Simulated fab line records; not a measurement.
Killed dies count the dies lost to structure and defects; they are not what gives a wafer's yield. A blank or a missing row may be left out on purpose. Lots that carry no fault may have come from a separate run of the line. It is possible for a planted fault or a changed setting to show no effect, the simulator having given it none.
Chamber matching + flow n5-finfet + N5_BEOL_M11_CURE_72 on uv-cure-01: 3 sister chambers
The step cures SiCOH lowk, time 120 s. 6 wafers are shown with their chamber, then 10 later ones without.

WAFERS, EACH WITH ITS CHAMBER
| wafer  | chamber | wafer_temp_C_max | lamp-power-pct (%) |
|--------|---------|------------------|--------------------|
| L076.4 | 2       | 373.2            | 52.35              |
| L076.6 | 2       | 372.4            | 52.27              |
| L083.3 | 0       | 373.0            | 52.28              |
| L083.4 | 0       | 371.9            | 52.32              |
| L082.2 | 1       | 372.9            | 52.30              |
| L082.5 | 1       | 372.5            | 52.32              |

WAFERS WITHOUT THEIR CHAMBER
| wafer  | wafer_temp_C_max | lamp-power-pct (%) |
|--------|------------------|--------------------|
| L082.6 | 372.6            | 52.26              |
| L078.2 | 372.1            | 52.25              |
| L078.4 | 372.0            | 52.20              |
| L078.6 | 371.6            | 52.29              |
| L087.2 | 374.0            | 52.35              |
| L087.3 | 374.5            | 52.39              |
| L087.5 | 373.7            | 52.19              |
| L093.1 | 372.9            | 52.38              |
| L093.5 | 372.3            | 52.35              |
| L093.6 | 372.4            | 52.35              |

THE CHAMBER EACH PASSED THROUGH
| wafer  | from the rows above          | in truth |
|--------|------------------------------|----------|
| L082.6 | can't be placed: 0 or 1 or 2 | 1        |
| L078.2 | can't be placed: 0 or 1 or 2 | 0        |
| L078.4 | can't be placed: 0 or 1 or 2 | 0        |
| L078.6 | can't be placed: 0 or 1 or 2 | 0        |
| L087.2 | can't be placed: 2 or 1 or 0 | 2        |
| L087.3 | can't be placed: 2 or 1 or 0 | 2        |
| L087.5 | can't be placed: 2 or 1 or 0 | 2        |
| L093.1 | can't be placed: 2 or 1 or 0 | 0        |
| L093.5 | can't be placed: 1 or 0 or 2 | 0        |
| L093.6 | can't be placed: 1 or 2 or 0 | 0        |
Correctly placed: 0 of 10. From these rows, 10 cannot be placed; in 10 the true chamber is one of the candidates. Placed wrongly: 0.
How it was worked out, from the rows above alone: a wafer's distance from a chamber is the root of the sum, over the readings, of the square of ((its reading less the chamber's mean) divided by the reading's scatter). If the next closest chamber is less than 2 further off than the closest, the wafer can't be placed; otherwise it belongs to the closest. Each chamber's mean is taken over the wafers shown for it. The scatter: the root of (the sum of the squares of (reading less its chamber's mean) over the shown wafers, divided by (wafers less chambers)).
